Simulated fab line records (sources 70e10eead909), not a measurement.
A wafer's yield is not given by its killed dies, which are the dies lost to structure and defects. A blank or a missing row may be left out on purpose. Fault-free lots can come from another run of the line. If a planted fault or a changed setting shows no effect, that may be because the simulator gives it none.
A struck lot beside a sound one + flow nand_harc + 15 steps out of a route of 1159
Sound: these wafers, L493.2, L493.3, L493.4. The struck wafers were L482.3, L482.4, L482.5. The cause comes at the end.
Per side, at each step with rows, come the tool, then ch with its chambers, and then its first start. Under that, the readings that differ: sound wafers + struck wafers + difference of the means + sigmas: that difference in standard deviations of wafers without a fault.
alike: words and numbers the same on both sides, and readings whose means are apart by under 2 such deviations; not compared: readings that were withheld, readings missing a value for some wafer, numbers with overlapping values and no deviation given by the record, and bounds like >300 which may hide the same value.
The two part at a step that has a row with sigmas, a row that says differs or no value, or rows on one side only. Non-overlapping numbers with no deviation appear without sigmas and do not part them. A reading that every wafer of one side lacks parts them only if that side has two wafers or more.

first, 1 step without rows for these wafers: NHARC_A_CHANNEL_HOLE_D1_SRD_29.
NHARC_A_CHANNEL_HOLE_D1_CD_MEAS_30:
  sound on cd_sem-01 at day 14 01:05; struck on cd_sem-02 at day 11 16:11
  alike: cd_nm
NHARC_A_CHANNEL_HOLE_D1_XSEM_31:
  sound on xsem-01 ch 0, day 14 01:11; struck on xsem-02 ch 0, day 11 16:18
| reading     | sound          | struck         | difference | sigmas |
|-------------|----------------|----------------|------------|--------|
| bow_nm (nm) | 7.96 8.09 8.02 | 8.88 8.90 8.84 | +0.85      | +3     |
  alike: bot_cd_nm, tilt_deg
NHARC_A_CHANNEL_HOLE_D1_INSPECT_40:
  sound on defect_inspect-01 at day 14 01:16; struck on defect_inspect-01 at day 11 16:23
  alike: raw_defect_count
then, 2 steps without rows for these wafers: NHARC_A_CHANNEL_FILL_D1_PRECLEAN_00 (cleans in SC1); NHARC_A_CHANNEL_FILL_D1_SRD_01.
NHARC_A_CHANNEL_FILL_D1_ALD_02: deposits SiO2, target thk 6 nm, pulse time 10 s, ald cycles 60.
  sound on ald_hk-02 ch 0,1,2, day 14 01:32; struck on ald_hk-02 ch 0,1, day 11 16:39
  alike: heater_power_w, precursor_pulse_height_rel
then, 1 step without rows for these wafers: NHARC_A_CHANNEL_FILL_D1_ALD_03 (deposits SiNx, target thk 6 nm, pulse time 60 s, ald cycles 58).
NHARC_A_CHANNEL_FILL_D1_ALD_14: deposits SiO2, target thk 2.5 nm, pulse time 10 s, ald cycles 25.
  sound on ald_hk-04 ch 0,2,3, day 14 08:28; struck on ald_hk-04 ch 0,1,3, day 12 02:58
  alike: heater_power_w, precursor_pulse_height_rel
then, 1 step without rows for these wafers: NHARC_A_CHANNEL_FILL_D1_ALD_15 (deposits SiNx, target thk 2 nm, pulse time 60 s, ald cycles 19).
NHARC_A_CHANNEL_FILL_D1_ALD_16: deposits SiO2, target thk 1.5 nm, pulse time 10 s, ald cycles 15.
  sound on ald_hk-04 ch 0,2,3, day 14 16:41; struck on ald_hk-02 ch 0,1,2, day 12 08:13
  alike: heater_power_w, precursor_pulse_height_rel
then, 1 step without rows for these wafers: NHARC_A_CHANNEL_FILL_D1_ANNEAL_17 (time 1800 s).
NHARC_A_CHANNEL_FILL_D1_CVD_18: deposits poly-Si, target thk 3 nm.
  sound on lpcvd_poly-03 ch 0, day 15 02:14; struck on lpcvd_poly-02 ch 0, day 12 20:25
  alike: zone_power_bottom_pct
NHARC_A_CHANNEL_FILL_D1_ETCHBACK_19: etches the open film in HBr/Cl2, target depth 5 nm, time 1.7 s.
  sound on rie_si-06 ch 0,1,3, day 15 04:19; struck on rie_si-06 ch 0,1,2, day 12 22:49
  alike: drypump_motor_current_A, hbr_flow_sccm, he_backside_leak_sccm, oes_product_au, throttle_valve_pct
  not compared: rf_hours_counter_h
-- jump in the record: it breaks off in module A_CHANNEL_FILL_D1 and resumes in module END (first step shown: number 1159 of the route), and 10 days separate the struck wafers' starts before and after --
NHARC_END_SORT_01:
  here the record holds rows for the struck wafers (prober-01 ch 0, day 22 18:01) but none for the sound ones

WHERE THEY PART
Last at NHARC_END_SORT_01 as far as this record goes, first at NHARC_A_CHANNEL_HOLE_D1_XSEM_31.

WHY: the cause the simulator had injected
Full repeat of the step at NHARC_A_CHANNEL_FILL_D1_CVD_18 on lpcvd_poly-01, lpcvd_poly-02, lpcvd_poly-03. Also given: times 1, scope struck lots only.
